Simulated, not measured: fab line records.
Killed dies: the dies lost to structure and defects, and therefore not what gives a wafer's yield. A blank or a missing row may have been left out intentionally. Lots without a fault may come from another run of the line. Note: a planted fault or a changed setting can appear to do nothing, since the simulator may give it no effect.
fab line records | flow n5_finfet
[record] lots = 9 | wafers = 27 | last_day = 17
route steps=1938 shown DUMMY_GATE@241 SD_EPI_N@262 BEOL_M4@1111
lots with no fault: from the same line, run without faults
start_h: start of the lot's first displayed wafer, in hours after the record's first day | wait_h: hours from the lot's prior step to this one | " as in the row above | L1.1+2: several wafers, shown together as one row | - no value, or no start was given | * or withheld: withheld | < > ~ a bound
route shown NAME@n: names a module that has steps shown in the file, with the first one's number in the route | usual: mean and standard deviation over wafers with no fault | same: alike in all rows | chamber/n: place in a boat | sites: each site's reading | _std_site: how widely they spread, as a standard deviation | _edge_site: outer sites' mean less inner sites' | radius_mm: for every site, how far away it sits from the centre of the wafer | mask NAME#n: copy n | behind: the most recent tool/chamber to have shaped the wafer | hold: why the lot went on hold/how many hours it stayed there/how the hold came to an end | device: the n, p or np transistor that did not switch | end of line: at the end of the route, the tests of the same wafers | where a step has no rows: the recipe by itself | killed: at the first sort, the dies lost to defects and structure; wafer yield is something else | map: dies across one wafer; x = killed, . = not, _ = none there
set.NAME: the setting that was run; set.NAME@STEP: the one run at that earlier step | model.NAME: the simulator's own value behind a step, which no gauge read
steps of the route over a sample of lots; a table a step, a row a wafer
services: when a tool's chamber went out of use (start_h, in hours from the record's first day, below 0 if earlier), for how many hours, and the reason
[[steps]]
[step N5_DUMMY_GATE_STRIP_40]
[recipe] chemistry = CF4 | resist = SiARC | power_w = 300 | bias_power_w = 75 | pressure_mtorr = 50 | cf4_flow_sccm = 150 | rf_frequency_hz = 6e+07
[usual] drypump_motor_current_A = 5.8/0.44 | oes_product_au = 0.77/0.072 | rf_vpp_V = 270.8/1.6 | showerhead_plenum_p_Torr = 1.78/0.055 | throttle_valve_pct = 13.62/0.23
lot.wafer | tool        | chamber | start_h | wait_h | drypump_motor_current_A | oes_product_au | rf_hours_counter_h | rf_vpp_V | showerhead_plenum_p_Torr | throttle_valve_pct
L764.1    | rie_diel-06 | 0       | 61.10   | 0.2    | 5.7                     | 0.93           | 6                  | 272.2    | 1.83                     | 13.15
L764.4    | "           | 2       | "       | "      | 6.5                     | 0.79           | 118                | 272.9    | 1.81                     | 13.64
L764.5    | "           | 0       | "       | "      | 5.7                     | 0.93           | -                  | 272.5    | 1.83                     | 13.14
L765.1    | rie_diel-06 | 3       | 65.60   | 0.1    | 6.6                     | 0.86           | 46                 | 269.6    | 1.75                     | 13.46
L765.4    | "           | 0       | "       | "      | 5.7                     | 0.92           | 7                  | 273.0    | 1.83                     | 13.14
L765.6    | "           | 3       | "       | "      | 6.6                     | 0.86           | -                  | 270.2    | 1.75                     | 13.46
L766.1    | rie_diel-06 | 0       | 70.25   | 0.1    | 5.7                     | 0.92           | 8                  | 270.6    | 1.83                     | 13.15
L766.2    | "           | 1       | "       | "      | 5.5                     | 0.76           | 149                | 268.4    | 1.73                     | 13.50
L766.3    | "           | 2       | "       | "      | 6.5                     | 0.78           | 120                | 271.7    | 1.81                     | 13.64
L770.3    | rie_diel-05 | 1       | 99.68   | 0.1    | 5.9                     | 0.77           | 152                | 272.6    | 1.87                     | 13.67
L770.4    | "           | 0       | "       | "      | 5.6                     | 0.70           | -                  | 270.2    | 1.77                     | 13.62
L770.5    | "           | 1       | "       | "      | 5.8                     | 0.77           | -                  | 272.8    | 1.87                     | 13.67
L772.1    | rie_diel-06 | 3       | 110.11  | 0.5    | 6.5                     | 0.85           | 59                 | 271.6    | 1.75                     | 13.49
L772.3    | "           | 2       | "       | "      | 6.5                     | 0.78           | 131                | 270.6    | 1.80                     | 13.66
L772.5    | "           | 2       | "       | "      | 6.5                     | 0.78           | -                  | 272.3    | 1.80                     | 13.64
L777.1    | rie_diel-06 | 0       | 136.65  | 0.1    | 5.7                     | 0.87           | 29                 | 271.7    | 1.83                     | 13.20
L777.3    | "           | 1       | "       | "      | 5.5                     | 0.74           | 167                | 268.2    | 1.72                     | 13.55
L777.4    | "           | 2       | "       | "      | 6.5                     | 0.78           | 138                | 269.7    | 1.80                     | 13.69
L778.1    | rie_diel-02 | 2       | 149.70  | 0.2    | 5.1                     | 0.80           | 80                 | 269.6    | 1.74                     | 13.43
L778.2    | "           | 0       | "       | "      | 5.1                     | 0.94           | 4                  | 272.4    | 1.91                     | 13.64
L778.3    | "           | 1       | "       | "      | 5.5                     | 0.76           | 149                | 272.8    | 1.87                     | 13.66
L780.1    | rie_diel-05 | 2       | 157.43  | 0.1    | 5.4                     | 0.74           | 170                | 272.0    | 1.79                     | 13.88
L780.4    | "           | 0       | "       | "      | 5.6                     | 0.70           | 249                | 268.9    | 1.77                     | 13.68
L780.5    | "           | 0       | "       | "      | 5.6                     | 0.69           | -                  | 268.4    | 1.77                     | 13.66
L784.1    | rie_diel-06 | 0       | 182.33  | 0.1    | 5.7                     | 0.85           | 43                 | 271.4    | 1.82                     | 13.23
L784.2    | "           | 1       | "       | "      | 5.5                     | 0.74           | 181                | 268.7    | 1.72                     | 13.59
L784.6    | "           | 2       | "       | "      | 6.5                     | 0.76           | -                  | 272.4    | 1.80                     | 13.70
[step N5_SD_EPI_N_COAT_32]
[recipe] resist = SOC | temp_c = 250 | time_s = 60 | spin_rpm = 1500 | resist_thk_nm = 350
[usual] heater_power_total_W = 500.4/1.9 | plate_temp_C = 250.02/0.17
lot.wafer | tool           | chamber | start_h | wait_h | heater_power_total_W | plate_temp_C
L764.1    | litho_track-03 | 0       | 62.81   | 0.0    | 498.1                | 250.15
L764.4    | "              | 0       | "       | "      | 501.0                | 249.90
L764.5    | "              | 0       | "       | "      | 501.7                | 250.03
L765.1    | litho_track-05 | 0       | 67.07   | 0.0    | 501.1                | 249.94
L765.4    | "              | 0       | "       | "      | 500.0                | 249.95
L765.6    | "              | 0       | "       | "      | 501.0                | 249.99
L766.1    | litho_track-05 | 0       | 71.72   | 0.0    | 503.2                | 249.83
L766.2    | "              | 0       | "       | "      | 502.2                | 250.07
L766.3    | "              | 0       | "       | "      | 500.6                | 249.79
L770.3    | litho_track-05 | 0       | 101.33  | 0.0    | 500.4                | 250.15
L770.4    | "              | 0       | "       | "      | 499.6                | 250.29
L770.5    | "              | 0       | "       | "      | 498.3                | 250.05
L772.1    | litho_track-05 | 0       | 111.78  | 0.0    | 497.3                | 250.28
L772.3    | "              | 0       | "       | "      | 502.4                | 250.05
L772.5    | "              | 0       | "       | "      | 498.6                | 250.04
L777.1    | litho_track-05 | 0       | 138.24  | 0.0    | 514.5                | 256.97
L777.3    | "              | 0       | "       | "      | 519.6                | 256.95
L777.4    | "              | 0       | "       | "      | 514.5                | 256.67
L778.1    | litho_track-03 | 0       | 151.17  | 0.0    | 498.5                | 250.08
L778.2    | "              | 0       | "       | "      | 502.8                | 250.31
L778.3    | "              | 0       | "       | "      | 497.6                | 250.27
L780.1    | litho_track-05 | 0       | 158.96  | 0.0    | 521.1                | 257.02
L780.4    | "              | 0       | "       | "      | 520.3                | 257.00
L780.5    | "              | 0       | "       | "      | 519.3                | 256.88
L784.1    | litho_track-01 | 0       | 186.29  | 0.0    | 497.7                | 250.08
L784.2    | "              | 0       | "       | "      | 503.2                | 249.98
L784.6    | "              | 0       | "       | "      | 502.7                | 250.09
[step N5_SD_EPI_N_CD_MEAS_09]
[recipe] target_cd_nm = 120 | landing_energy_ev = 500 | detector = se_inlens
[usual] cd_nm = 119.9/0.53
lot.wafer | tool      | chamber | start_h | wait_h | cd_nm
L764.1    | cd_sem-03 | 0       | 63.05   | -      | 119.9
L764.4    | "         | 0       | "       | "      | 119.9
L764.5    | "         | 0       | "       | "      | 119.9
L765.1    | cd_sem-03 | 0       | 67.44   | -      | 119.9
L765.4    | "         | 0       | "       | "      | 119.6
L765.6    | "         | 0       | "       | "      | 119.7
L766.1    | cd_sem-01 | 0       | 72.08   | -      | 119.8
L766.2    | "         | 0       | "       | "      | 120.0
L766.3    | "         | 0       | "       | "      | 120.8
L770.3    | cd_sem-03 | 0       | 101.71  | -      | 120.0
L770.4    | "         | 0       | "       | "      | 119.8
L770.5    | "         | 0       | "       | "      | 119.6
L772.1    | cd_sem-01 | 0       | 112.15  | -      | 118.9
L772.3    | "         | 0       | "       | "      | 119.6
L772.5    | "         | 0       | "       | "      | 119.4
L777.1    | cd_sem-02 | 0       | 138.61  | -      | 119.7
L777.3    | "         | 0       | "       | "      | 120.2
L777.4    | "         | 0       | "       | "      | 119.9
L778.1    | cd_sem-02 | 0       | 151.54  | -      | 120.0
L778.2    | "         | 0       | "       | "      | 120.6
L778.3    | "         | 0       | "       | "      | 120.4
L780.1    | cd_sem-03 | 0       | 159.33  | -      | 120.5
L780.4    | "         | 0       | "       | "      | 121.3
L780.5    | "         | 0       | "       | "      | 121.1
L784.1    | cd_sem-01 | 0       | 186.53  | -      | 120.2
L784.2    | "         | 0       | "       | "      | 119.8
L784.6    | "         | 0       | "       | "      | 119.9
[step N5_SD_EPI_N_ETCH_45]
[recipe] chemistry = CH3F/O2 | target = SiOCN | target_depth_a = 60 | mask_material = SOC | ion_energy_ev = 60 | bias_w = 29 | pressure_mtorr = 15 | source_w = 410 | Ar_flow_sccm = 150 | CH3F_flow_sccm = 30 | O2_flow_sccm = 20
[usual] drypump_motor_current_A = 5.8/0.41 | oes_product_au = 0.75/0.059 | rf_vpp_V = 127.6/0.87 | showerhead_plenum_p_Torr = 2.01/0.047 | throttle_valve_pct = 23.41/0.15
lot.wafer | tool        | chamber | start_h | wait_h | drypump_motor_current_A | oes_product_au | rf_hours_counter_h | rf_vpp_V | showerhead_plenum_p_Torr | throttle_valve_pct
L764.1    | rie_diel-03 | 0       | 64.00   | 0.1    | 5.5                     | 0.71           | 186                | 127.7    | 2.06                     | 23.23
L764.4    | "           | 1       | "       | "      | 6.0                     | 0.72           | 206                | 127.3    | 1.97                     | 23.59
L764.5    | "           | 3       | "       | "      | 6.2                     | 0.73           | -                  | 125.6    | 1.97                     | 23.32
L765.1    | rie_diel-01 | 3       | 68.19   | 0.1    | 6.1                     | 0.94           | 11                 | 127.7    | 2.04                     | 23.39
L765.4    | "           | 1       | "       | "      | 6.6                     | 0.76           | 157                | 129.1    | 1.99                     | 23.53
L765.6    | "           | 2       | "       | "      | 5.9                     | 0.80           | -                  | 128.1    | 2.02                     | 23.14
L766.1    | rie_diel-03 | 0       | 73.66   | 0.1    | 5.5                     | 0.71           | 190                | 128.3    | 2.06                     | 23.25
L766.2    | "           | 1       | "       | "      | 6.0                     | 0.71           | 210                | 126.4    | 1.97                     | 23.59
L766.3    | "           | 3       | "       | "      | 6.2                     | 0.73           | 201                | 126.3    | 1.97                     | 23.31
L770.3    | rie_diel-03 | 2       | 102.31  | 0.1    | 5.8                     | 0.73           | 154                | 126.1    | 1.99                     | 23.37
L770.4    | "           | 1       | "       | "      | 6.0                     | 0.71           | 223                | 126.5    | 1.97                     | 23.64
L770.5    | "           | 1       | "       | "      | 6.0                     | 0.70           | -                  | 127.4    | 1.97                     | 23.64
L772.1    | rie_diel-01 | 2       | 112.75  | 0.1    | 5.9                     | 0.78           | 123                | 127.7    | 2.01                     | 23.18
L772.3    | "           | 0       | "       | "      | 6.5                     | 0.94           | 9                  | 129.0    | 2.13                     | 23.42
L772.5    | "           | 1       | "       | "      | 6.6                     | 0.75           | -                  | 126.0    | 1.98                     | 23.57
L777.1    | rie_diel-04 | 1       | 139.27  | 0.1    | 5.7                     | 0.79           | 124                | 128.9    | 2.08                     | 23.49
L777.3    | "           | 0       | "       | "      | 5.4                     | 0.71           | 213                | 126.4    | 1.97                     | 23.27
L777.4    | "           | 3       | "       | "      | 6.1                     | 0.69           | 240                | 127.7    | 1.97                     | 23.38
L778.1    | rie_diel-01 | 2       | 152.14  | 0.1    | 5.9                     | 0.75           | 137                | 126.7    | 2.01                     | 23.19
L778.2    | "           | 3       | "       | "      | 6.1                     | 0.86           | 44                 | 129.0    | 2.03                     | 23.45
L778.3    | "           | 0       | "       | "      | 6.4                     | 0.91           | 21                 | 128.3    | 2.12                     | 23.44
L780.1    | rie_diel-04 | 3       | 160.13  | 0.1    | 6.0                     | 0.69           | 248                | 128.6    | 1.96                     | 23.38
L780.4    | "           | 2       | "       | "      | 5.1                     | 0.72           | 183                | 128.2    | 1.99                     | 23.64
L780.5    | "           | 2       | "       | "      | 5.2                     | 0.73           | -                  | 127.2    | 1.99                     | 23.64
L784.1    | rie_diel-01 | 0       | 187.32  | 0.1    | 6.5                     | 0.88           | 32                 | 129.5    | 2.12                     | 23.43
L784.2    | "           | 1       | "       | "      | 6.6                     | 0.73           | 202                | 127.0    | 1.98                     | 23.60
L784.6    | "           | 3       | "       | "      | 6.1                     | 0.84           | -                  | 126.8    | 2.02                     | 23.44
[step N5_BEOL_M4_RC_MEAS_101]
[usual] DIBL_N = 36.3/1.2 | DIBL_P = 36.7/1.5 | IOFF_N = 0.164/0.02 | IOFF_P = 0.214/0.024 | ION_N = 673/8.5 | ION_P = 461/5.9 | SS_N = 71.6/0.44 | SS_P = 73.3/0.55 | VT_N = 249.4/2.4 | VT_P = -250.0/2.3
lot.wafer | tool      | chamber | start_h | wait_h | DIBL_N[mV/V] | DIBL_P[mV/V] | IOFF_N[nA/um] | IOFF_P[nA/um] | ION_N[uA/um] | ION_P[uA/um] | SS_N[mV/dec] | SS_P[mV/dec] | VT_N[mV] | VT_P[mV]
L765.1    | prober-02 | 0       | 174.60  | 0.0    | 37.0         | 37.7         | 0.187         | 0.214         | 688          | 461          | 72.5         | 73.3         | 246.9    | -248.0
L765.4    | "         | 0       | "       | "      | 35.4         | 36.0         | 0.150         | 0.183         | 673          | 456          | 71.9         | 73.1         | 251.1    | -253.8
L765.6    | "         | 0       | "       | "      | 34.7         | 35.2         | 0.138         | 0.173         | 665          | 456          | 71.7         | 72.8         | 250.6    | -253.1
L766.1    | prober-01 | 0       | 188.99  | 0.0    | 36.0         | 36.0         | 0.149         | 0.187         | 658          | 446          | 71.7         | 73.1         | 253.4    | -250.9
L766.2    | "         | 0       | "       | "      | 36.0         | 35.6         | 0.144         | 0.178         | 661          | 452          | 71.4         | 73.0         | 253.4    | -251.6
L766.3    | "         | 0       | "       | "      | 36.9         | 37.8         | 0.173         | 0.210         | 673          | 458          | 72.4         | 73.6         | 250.8    | -251.3
L764.1    | prober-01 | 0       | 194.75  | 0.0    | 35.1         | 36.3         | 0.140         | 0.184         | 657          | 452          | 71.0         | 72.7         | 250.2    | -253.4
L764.4    | "         | 0       | "       | "      | 34.0         | 34.5         | 0.123         | 0.166         | 662          | 454          | 71.6         | 72.7         | 251.7    | -255.6
L764.5    | "         | 0       | "       | "      | 35.6         | 37.5         | 0.162         | 0.199         | 678          | 459          | 71.6         | 73.4         | 249.5    | -253.3
L772.1    | prober-01 | 0       | 230.53  | 0.0    | 35.0         | 35.5         | 0.152         | 0.205         | 681          | 469          | 71.4         | 73.2         | 250.3    | -251.2
L772.3    | "         | 0       | "       | "      | 35.4         | 36.4         | 0.167         | 0.214         | 678          | 463          | 71.4         | 73.4         | 247.4    | -250.8
L772.5    | "         | 0       | "       | "      | 36.1         | 37.2         | 0.175         | 0.225         | 676          | 459          | 71.8         | 73.9         | 247.5    | -248.6
L770.3    | prober-01 | 0       | 234.01  | 0.3    | 36.1         | 37.7         | 0.172         | 0.219         | 683          | 464          | 71.6         | 73.4         | 248.2    | -248.6
L770.4    | "         | 0       | "       | "      | 35.7         | 37.2         | 0.164         | 0.210         | 677          | 464          | 72.1         | 73.6         | 248.6    | -251.2
L770.5    | "         | 0       | "       | "      | 37.2         | 39.5         | 0.199         | 0.248         | 689          | 465          | 72.6         | 75.0         | 244.6    | -247.5
L777.1    | prober-02 | 0       | 259.92  | 0.0    | 36.7         | 37.1         | 0.162         | 0.224         | 672          | 470          | 71.6         | 73.3         | 249.7    | -247.1
L777.3    | "         | 0       | "       | "      | 35.7         | 36.7         | 0.147         | 0.218         | 673          | 466          | 71.1         | 73.3         | 252.8    | -246.9
L777.4    | "         | 0       | "       | "      | 34.9         | 35.7         | 0.131         | 0.195         | 666          | 462          | 71.6         | 73.3         | 253.9    | -247.2
L778.1    | prober-02 | 0       | 269.18  | 0.0    | 36.0         | 36.7         | 0.159         | 0.232         | 679          | 466          | 72.1         | 73.3         | 249.3    | -248.2
L778.2    | "         | 0       | "       | "      | 34.2         | 33.7         | 0.129         | 0.190         | 669          | 463          | 71.5         | 72.7         | 251.4    | -248.6
L778.3    | "         | 0       | "       | "      | 35.2         | 34.7         | 0.141         | 0.192         | 663          | 457          | 71.1         | 72.7         | 250.4    | -251.4
L780.1    | prober-01 | 0       | 280.96  | 0.0    | 33.7         | 35.5         | 0.131         | 0.181         | 664          | 458          | 71.2         | 72.7         | 252.4    | -252.3
L780.4    | "         | 0       | "       | "      | 32.4         | 33.5         | 0.114         | 0.160         | 662          | 455          | 71.1         | 72.2         | 254.5    | -253.9
L780.5    | "         | 0       | "       | "      | 34.8         | 36.5         | 0.151         | 0.200         | 660          | 454          | 70.9         | 73.3         | 249.7    | -249.8
L784.1    | prober-02 | 0       | 302.79  | 0.0    | 38.4         | 38.8         | 0.186         | 0.236         | 677          | 466          | 71.4         | 73.5         | 249.3    | -249.4
L784.2    | "         | 0       | "       | "      | 39.1         | 39.1         | 0.205         | 0.240         | 685          | 467          | 72.2         | 73.5         | 246.7    | -248.1
L784.6    | "         | 0       | "       | "      | 37.7         | 37.5         | 0.175         | 0.207         | 684          | 463          | 71.6         | 72.5         | 248.6    | -252.9
[[services]]
tool           | chamber | start_h | hours | kind
rie_diel-06    | 2       | 40.57   | 3.8   | repair
rie_diel-04    | 2       | 44.97   | 6.9   | repair
rie_diel-04    | -       | 59.15   | 0.5   | repair
rie_diel-04    | -       | 63.20   | 14.6  | pm
rie_diel-01    | 0       | 73.23   | -     | clean
rie_diel-01    | 0       | 73.23   | -     | consumable_replace:focus_ring
rie_diel-01    | 0       | 73.23   | -     | consumable_replace:showerhead
rie_diel-01    | 0       | 73.23   | 15.8  | scheduled_down
rie_diel-01    | 0       | 73.23   | 15.8  | vent_cycle
rie_diel-02    | 1       | 79.45   | 2.7   | repair
rie_diel-05    | 3       | 87.43   | 14.2  | repair
rie_diel-02    | 0       | 89.49   | 2.7   | repair
rie_diel-03    | 3       | 90.78   | 8.7   | repair
litho_track-05 | -       | 102.02  | -     | consumable_replace:filter
rie_diel-06    | 1       | 113.05  | 1.8   | repair
rie_diel-02    | 2       | 113.09  | 5.5   | repair
rie_diel-02    | 3       | 114.85  | 2.7   | repair
rie_diel-03    | 2       | 120.65  | 6.2   | repair
rie_diel-01    | 1       | 121.10  | 5.2   | repair
rie_diel-05    | 0       | 134.07  | 5.7   | repair
rie_diel-03    | 0       | 155.80  | 6.7   | repair
rie_diel-03    | 1       | 180.59  | -     | clean
rie_diel-03    | 1       | 180.59  | -     | consumable_replace:focus_ring
rie_diel-03    | 1       | 180.59  | 22.5  | scheduled_down
[[key]]
[first_sign] step = N5_SD_EPI_N_COAT_32 | reading = plate_temp_C | direction = up | sigmas = 41 | usual = * | struck = *
[effect] step = N5_SD_EPI_N_COAT_32 | reading = heater_power_total_W | direction = up | sigmas = 9.6 | usual = * | struck = *
met_at N5_SD_EPI_N_COAT_32
struck_lots L777,L780
not_acting_at N5_DUMMY_GATE_STRIP_40,N5_SD_EPI_N_CD_MEAS_09,N5_SD_EPI_N_ETCH_45
onset_between 111.78 138.24
[fault] kind = process_parameter_drift | tool = litho_track-05 | chamber = - | onset_h = 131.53 | steps = N5_SD_EPI_N_COAT_32 | channel = temp_c | offset = * | shape = step | end_h = 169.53 | acts_in = * | stated = *
